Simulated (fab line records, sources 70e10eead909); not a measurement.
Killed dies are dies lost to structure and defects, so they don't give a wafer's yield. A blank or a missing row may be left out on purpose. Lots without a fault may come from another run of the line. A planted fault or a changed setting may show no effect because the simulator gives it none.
fab line records | flow nand_harc | part 2 of 2: steps 40 to 40 of 40
record lots=6 wafers=18 last_day=24
route steps=1159 shown P_M1@297 P_M2@318 END@1159
lots that met no fault: from a run of the same line without faults
start_h: hours from the record's first day to the start of the lot's first wafer shown | wait_h: hours since the lot's step before | " the same as in the row above | L1.1+2: a row that stands for several wafers | - no value, or no start given | * or withheld: withheld | < > ~ a bound
route shown NAME@n: a module of which the file shows steps, and the number in the route of the first | usual: mean/standard deviation of fault-free wafers | same: alike in all rows | chamber/n: place in a boat | sites: the reading at each site | _std_site: their standard deviation | _edge_site: outer sites' mean less inner sites' | radius_mm: how far each site lies from the wafer's centre | mask NAME#n: copy n | behind: the tool/chamber that last shaped the wafer | hold: why the lot was held/for how many hours/how that ended | device: the transistor (n, p or np) that didn't switch | end of line: the same wafers' tests at the end of the route | a step without rows: its recipe alone | killed: dies lost to structure and defects at the first sort, not the wafer's yield | map: a wafer's dies, x killed, . not, _ none there
set.NAME: the setting as run; set.NAME@STEP: as run at that earlier step | model.NAME: the simulator's own value behind a step, which no gauge read
lots at some steps of the route; a table a step, a row a wafer
services: from which hour (start_h, from the record's first day; less than 0 if before it) a tool's chamber was out of use, for how many hours, and why
## steps
# step NHARC_END_SORT_01
# recipe temp_c=25
# usual defect_limited_yield=95.2/1.6 killed_at_array=29/11 killed_at_other=0.7/1.1 killed_at_periphery=3.1/2 killed_dies=33/11 killed_open=3.5/1.8 killed_short=2.0/1.4 sort_bin_2_pct=1.5/0.6 sort_bin_3_pct=0.24/0.19 sort_bin_4_pct=3.1/1.1 sort_n_pass=644/11 sort_rim_yield_pct=96.5/2.3 sort_yield_pct=95.2/1.6
# same gross_dies=677 sort_bin_5_pct[%]=0 sort_bin_6_pct[%]=0 sort_bin_7_pct[%]=0 sort_bin_8_pct[%]=0 sort_rim_n_gross=106.00
# columns lot.wafer tool chamber start_h wait_h defect_limited_yield[%] killed_at_array killed_at_other killed_at_periphery killed_dies killed_open killed_short sort_bin_2_pct[%] sort_bin_3_pct[%] sort_bin_4_pct[%] sort_n_pass sort_rim_yield_pct[%] sort_yield_pct[%]
L464.1 prober-02 0 491.82 2.5 98.2 11 0 1 12 3 1 0.4 0 1.3 665 97.2 98.2
L464.3 prober-02 0 493.41 3.1 97.6 11 1 4 16 0 4 1.0 0 1.3 661 100.0 97.6
L464.5 prober-02 0 495.01 3.7 98.4 8 0 3 11 3 1 0.3 0 1.3 666 99.1 98.4
L469.1 prober-01 0 495.78 2.5 95.0 30 0 4 34 7 3 1.5 0.44 3.1 643 94.3 95.0
L469.2 prober-01 0 496.57 2.8 96.2 22 1 3 26 3 2 1.3 0.30 2.2 651 99.1 96.2
L469.5 prober-01 0 498.94 3.7 95.6 28 0 2 30 5 2 1.8 0.30 2.4 647 99.1 95.6
L474.1 prober-02 0 518.19 2.5 46.1 19 0 346 365 1 2 18.3 3.84 31.8 312 40.6 46.1
L474.2 prober-02 0 518.99 2.8 95.4 25 1 5 31 5 3 1.8 0 2.8 646 96.2 95.4
L474.6 prober-02 0 522.21 4.0 95.3 29 0 3 32 8 2 1.3 0 3.4 645 93.4 95.3
L471.2 prober-01 0 518.96 2.8 94.1 30 1 9 40 4 2 2.2 0.15 3.5 637 99.1 94.1
L471.3 prober-01 0 519.75 3.1 95.4 29 0 2 31 3 0 1.5 0.30 2.8 646 90.6 95.4
L471.4 prober-01 0 520.53 3.4 93.9 37 1 3 41 3 4 1.8 0.30 4.0 636 93.4 93.9
L473.4 prober-02 0 541.22 3.4 94.8 33 0 2 35 5 4 1.6 0.30 3.2 642 96.2 94.8
L473.5 prober-02 0 542.02 3.7 93.5 43 0 1 44 4 1 2.2 0.15 4.1 633 100.0 93.5
L473.6 prober-02 0 542.83 4.0 46.7 19 3 339 361 1 3 17.4 2.07 33.8 316 50.9 46.7
L483.2 prober-01 0 570.89 2.8 96.6 19 0 4 23 1 1 0.9 0.30 2.2 654 95.3 96.6
L483.4 prober-01 0 572.50 3.4 94.4 32 1 5 38 6 5 1.8 0.44 3.4 639 95.3 94.4
L483.6 prober-01 0 574.11 4.0 96.2 23 1 2 26 4 1 1.3 0.15 2.4 651 96.2 96.2
# killed by level:class
L464.1 A_STAIRCASE:chamber_film_flake=2 A_SLIT:chamber_film_flake=2 A_CONTACT:chamber_film_flake=2 A_CHANNEL_FILL_D1:geometric_particle:open=1 A_CONTACT:geometric_particle:open=1 A_BLC:geometric_particle:open=1 A_BLC:geometric_particle:short=1 P_STI:chamber_film_flake=1
L464.3 A_CONTACT:chamber_film_flake=3 P_CONTACT:chamber_film_flake=2 A_CHANNEL_HOLE_D1:chamber_film_flake=2 A_SLIT:chamber_film_flake=2 P_STI:geometric_particle:short=1 A_WL_FILL:geometric_particle:short=1 A_CONTACT:geometric_particle:short=1 A_BLC:geometric_particle:short=1
L464.5 P_STI:chamber_film_flake=2 A_CONTACT:chamber_film_flake=2 A_CHANNEL_HOLE_D1:geometric_particle:open=1 A_CHANNEL_FILL_D1:geometric_particle:open=1 A_CONTACT:geometric_particle:open=1 A_M0:geometric_particle:short=1 P_CONTACT:chamber_film_flake=1 A_CHANNEL_HOLE_D1:chamber_film_flake=1
L469.1 A_CHANNEL_HOLE_D1:chamber_film_flake=17 A_CONTACT:chamber_film_flake=3 A_SGD_CUT:geometric_particle:short=2 A_BLC:geometric_particle:open=2 A_STAIRCASE:chamber_film_flake=2 P_GATE:geometric_particle:short=1 P_M0:geometric_particle:open=1 A_ONON_D1:geometric_particle:open=1
L469.2 A_CHANNEL_HOLE_D1:chamber_film_flake=11 A_CONTACT:chamber_film_flake=3 A_CHANNEL_FILL_D1:chamber_film_flake=2 P_M1:geometric_particle:short=1 A_CHANNEL_HOLE_D1:geometric_particle:open=1 A_CHANNEL_FILL_D1:geometric_particle:open=1 A_M0:geometric_particle:open=1 P_ZERO_WELL:chamber_film_flake=1
L469.5 A_CHANNEL_HOLE_D1:chamber_film_flake=13 A_STAIRCASE:chamber_film_flake=6 A_CONTACT:geometric_particle:open=3 P_CONTACT:geometric_particle:open=2 A_M0:chamber_film_flake=2 A_SOURCE_PLATE:geometric_particle:short=1 A_ONON_D1:geometric_particle:short=1 A_SGD_CUT:chamber_film_flake=1
L474.1 P_M1:unspecified=345 A_SLIT:chamber_film_flake=8 A_STAIRCASE:chamber_film_flake=4 A_WL_FILL:geometric_particle:short=2 A_WL_FILL:chamber_film_flake=2 A_CHANNEL_HOLE_D1:chamber_film_flake=2 A_CHANNEL_FILL_D1:geometric_particle:open=1 P_CONTACT:chamber_film_flake=1
L471.2 A_SLIT:chamber_film_flake=12 P_ZERO_WELL:chamber_film_flake=8 A_CHANNEL_HOLE_D1:chamber_film_flake=5 A_STAIRCASE:chamber_film_flake=4 A_CONTACT:chamber_film_flake=3 A_CONTACT:geometric_particle:open=2 A_SOURCE_PLATE:geometric_particle:open=1 A_WL_FILL:geometric_particle:open=1
L474.2 A_SLIT:chamber_film_flake=10 A_CHANNEL_HOLE_D1:chamber_film_flake=6 A_STAIRCASE:chamber_film_flake=5 A_ONON_D1:geometric_particle:open=2 P_ZERO_WELL:chamber_film_flake=2 P_GATE:geometric_particle:open=1 P_M0:geometric_particle:open=1 P_M1:geometric_particle:open=1
L471.3 A_SLIT:chamber_film_flake=15 A_CONTACT:chamber_film_flake=5 A_CHANNEL_HOLE_D1:chamber_film_flake=4 P_ZERO_WELL:chamber_film_flake=2 A_STAIRCASE:chamber_film_flake=2 A_SOURCE_PLATE:geometric_particle:open=1 A_WL_FILL:geometric_particle:open=1 A_CONTACT:geometric_particle:open=1
L471.4 A_SLIT:chamber_film_flake=13 A_STAIRCASE:chamber_film_flake=7 A_CHANNEL_HOLE_D1:chamber_film_flake=6 A_CONTACT:chamber_film_flake=4 A_CONTACT:geometric_particle:short=2 P_ZERO_WELL:chamber_film_flake=2 P_GATE:geometric_particle:short=1 A_ONON_D1:geometric_particle:open=1
L474.6 A_SLIT:chamber_film_flake=12 A_CHANNEL_FILL_D1:geometric_particle:open=4 A_STAIRCASE:chamber_film_flake=4 A_CHANNEL_HOLE_D1:chamber_film_flake=3 P_M0:geometric_particle:open=2 A_WL_FILL:chamber_film_flake=2 P_CONTACT:geometric_particle:open=1 A_ONON_D1:geometric_particle:open=1
L473.4 A_CHANNEL_HOLE_D1:chamber_film_flake=18 A_CONTACT:geometric_particle:open=3 A_STAIRCASE:chamber_film_flake=3 A_CONTACT:chamber_film_flake=3 P_CONTACT:geometric_particle:short=1 P_M0:geometric_particle:short=1 A_SOURCE_PLATE:geometric_particle:short=1 A_CHANNEL_HOLE_D1:geometric_particle:short=1
L473.5 A_CHANNEL_HOLE_D1:chamber_film_flake=32 A_STAIRCASE:chamber_film_flake=3 A_CONTACT:chamber_film_flake=2 A_ONON_D1:geometric_particle:open=1 A_SGD_CUT:geometric_particle:open=1 A_SGD_CUT:geometric_particle:short=1 A_BLC:geometric_particle:open=1 A_M0:geometric_particle:open=1
L473.6 P_M1:unspecified=338 A_CHANNEL_HOLE_D1:chamber_film_flake=10 A_CONTACT:chamber_film_flake=4 THIN_TSV:chamber_film_flake=3 P_CONTACT:geometric_particle:short=1 A_CHANNEL_HOLE_D1:geometric_particle:short=1 A_WL_FILL:geometric_particle:short=1 A_M0:geometric_particle:open=1
L483.2 A_CHANNEL_HOLE_D1:chamber_film_flake=6 A_CONTACT:chamber_film_flake=5 A_ZERO_WELL:chamber_film_flake=4 P_ZERO_WELL:chamber_film_flake=3 A_CONTACT:geometric_particle:open=1 A_CONTACT:geometric_particle:short=1 P_GATE:chamber_film_flake=1 A_STAIRCASE:chamber_film_flake=1
L483.4 A_CHANNEL_HOLE_D1:chamber_film_flake=10 A_ZERO_WELL:chamber_film_flake=5 A_CONTACT:chamber_film_flake=5 A_STAIRCASE:chamber_film_flake=3 A_M0:geometric_particle:open=2 P_ZERO_WELL:chamber_film_flake=2 P_CONTACT:geometric_particle:short=1 P_M1:geometric_particle:short=1
L483.6 A_CHANNEL_HOLE_D1:chamber_film_flake=7 A_CONTACT:chamber_film_flake=4 A_SGD_CUT:chamber_film_flake=3 A_WL_FILL:chamber_film_flake=2 P_CONTACT:geometric_particle:open=1 THIN_TSV:chamber_film_flake=1 A_WL_FILL:geometric_particle:short=1 A_CONTACT:geometric_particle:open=1
# map L473.6 (x killed, . not)
____________.____________
_________xxx...._________
_______.xxxxxxxx.._______
______x.xx.xxx.xxx.______
_____.xxx..xx..x...x_____
____xxx..x...xx..x...____
____...xxxx.xxx.xxxxx____
___.x.xxx.xxx..x.x.xxx___
___xx.xx.xx..x....xxxx___
__x..xx.xxx.xxx....xxx.__
__x...xx.xxxxx.x.x.xx..__
_...xxxx.x...xxxxxx..xx._
_.xxxxxx...xx.x.xxx..xxx_
_x.x.xxxxxx.x.xxxx.x...._
_...x..x..xxx...xxx..x.x_
_x..x.xxxxx.xx..xx...xx._
.xx.xx.xx.xxxxxxx.xx.xx..
......xxx.xxxxxx..x...x..
.xxx.x.xxxx.xx.xxxx...x.x
..xxx...x.x..x....x.xxxx.
..xxxxxx..x.x..x.xxxx.xx.
_xxx.xxxxxx.x..xx.x...xx_
_x.xx.xxxx...xx.x..x..x._
_x.x...x.x.x..x..xxx...x_
_..xx....xx....x.x....xx_
_xx....x.x.x...xxx..x..._
__x.x..xx.x.x...x.x.x..__
__x....xxx.x.xx......x.__
___.x....x...x.xxxx...___
___x..x..x.x..xxx.x.xx___
____xxxxxx.x..xxx.xx.____
____.x..xx.....xxxxxx____
_____x.x.xx.xx...xx._____
______xx.x.x.x...x.______
_______...x.x.xxxx_______
_________...xxx._________
____________x____________
# map L474.1 (x killed, . not)
____________x____________
_________xxx.xxx_________
_______...xx.x...x_______
______x....x..x.xxx______
_____xxx.x...xxxxxxx_____
____.xx...xx.x...xx..____
____xx...x...xx.x.xx.____
___xxx.x.x.xxxxxxxxx.x___
___x..x.x.........x.xx___
__xxx...x....x.xxxx..xx__
__xxxx....x....x.xxxxxx__
_xx.xxxxx.x..xx.x...xxx._
_.x.x.xx.xx.x.xx...xx..._
_..xxx.xxx.xxx.....xxxx._
_..xxxxxx..xx.xx..xx.xxx_
_.xxxxxxxxxx.x..x.xxx.xx_
xxxx......xxx.x..xxxxxxxx
...xx.x....x..xxx...xxxx.
.xxxxxxxx..x.x...xxx..x.x
xxxxx.xxxxxx.x.xx.x..x..x
x..x.x.xx...x.x...x.x.xxx
_xxxxxx.xx.x.xxx..x.x.xx_
_x.xxxx.x..x...xx.x...x._
_xx.x.x...x....x.x..x.xx_
_..x.....xxx.x.x.x....x._
_x.xx...xxx.x.x.x.x..xxx_
__xx..x..x...x.....xxxx__
__..x...x.xxxxx.x......__
___.xxxx.xx.x.x.xx...x___
___xxx.xx.xx.xxxxxxx.x___
____xx.x..xx..x.x....____
____xx..xx..x....xxx.____
_____.xx...xx.x....._____
______.xx.xxx.x....______
_______.x...xxxxx._______
_________.x.xx.x_________
____________.____________
## services
# columns tool chamber start_h hours kind
rie_diel-01 - 137.90 9.0 pm
rie_diel-03 0 141.63 4.3 repair
rie_diel-12 3 154.02 6.5 repair
pvd_sputter-01 - 158.05 10.0 pm
rie_diel-07 1 164.41 13.7 repair
rie_diel-07 3 168.86 7.2 repair
rie_diel-04 - 180.16 0.8 repair
ecd_cu-02 - 180.30 8.0 pm
rie_diel-07 0 182.79 13.6 repair
ecd_cu-02 - 191.73 0.2 repair
pecvd-04 - 195.04 13.0 pm
rie_diel-12 - 202.40 9.0 pm
ecd_cu-02 - 205.31 1.9 repair
pvd_sputter-02 - 214.00 10.0 pm
pecvd-01 0 215.17 22.3 repair
rie_diel-03 - 215.30 9.0 pm
rie_diel-01 2 217.22 9.7 repair
rie_diel-07 - 228.52 9.0 pm
pvd_sputter-02 - 229.43 5.2 repair
pecvd-01 - 237.02 13.0 pm
rie_diel-12 2 245.34 5.4 repair
pecvd-03 0 245.96 2.9 repair
rie_diel-07 - 246.38 1.0 repair
rie_diel-04 0 251.43 1.7 repair
## key
first_sign step=NHARC_END_SORT_01 reading=killed_at_periphery direction=up sigmas=99+ usual=3.1 struck=342.5
effect step=NHARC_END_SORT_01 reading=defect_limited_yield direction=down sigmas=31 usual=95.2 struck=46.4
more_kills_born_at NHARC_P_M1_ECD_22@ecd_cu-01=683
met_at NHARC_P_M1_ECD_22
struck_wafers L473.6,L474.1
onset_between 187.60 197.42
fault kind=chamber_particle_source tool=ecd_cu-01 chamber=1 onset_h=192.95 steps=NHARC_P_M1_ECD_22 rate_per_visit_cm2=0.70427 end_h=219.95
